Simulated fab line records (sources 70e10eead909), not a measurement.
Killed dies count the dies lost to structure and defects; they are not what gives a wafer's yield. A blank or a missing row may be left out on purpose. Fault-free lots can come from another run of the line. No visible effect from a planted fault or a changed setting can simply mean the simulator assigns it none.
Matching of chambers | flow nandHarc | NHARC_A_CONTACT_DEP_85 on pecvd-02 has 3 sister chambers
The step deposits SiON, target thk 60 nm. 3 wafers are shown with their chamber, then 7 later ones without.

== EACH WAFER AND ITS CHAMBER ==
wafer  | chamber | heaterPowerW (W)
L541.4 | 0       | 538
L556.1 | 1       | 775
L556.4 | 2       | 898

== WAFERS WITH NO CHAMBER GIVEN ==
wafer  | heaterPowerW (W)
L556.6 | 790
L558.1 | 824
L558.2 | 594
L558.4 | 562
L559.1 | 854
L559.2 | 506
L559.6 | 862

== WHICH CHAMBER EACH ONE RAN IN ==
wafer  | from the rows above     | in truth
L556.6 | 1                       | 1
L558.1 | can't be placed: 1 or 2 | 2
L558.2 | 0                       | 0
L558.4 | 0                       | 0
L559.1 | can't be placed: 2 or 1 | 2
L559.2 | 0                       | 0
L559.6 | can't be placed: 2 or 1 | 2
4 of 7 placed correctly. Not placeable from these rows: 3 (in 3, the candidates include the true chamber). Number placed wrongly: 0.
How it was worked out, from the rows above alone: a wafer's distance from a chamber is the root of the sum, over the readings, of the square of ((its reading less the chamber's mean) divided by the reading's scatter). If the next closest chamber is less than 2 further off than the closest, the wafer can't be placed; otherwise it belongs to the closest. The mean given for a chamber averages the wafers shown for that chamber. The scatter (one wafer shown for each chamber): square how far every hidden wafer sits from the nearest shown wafer, average those squares and take the square root.
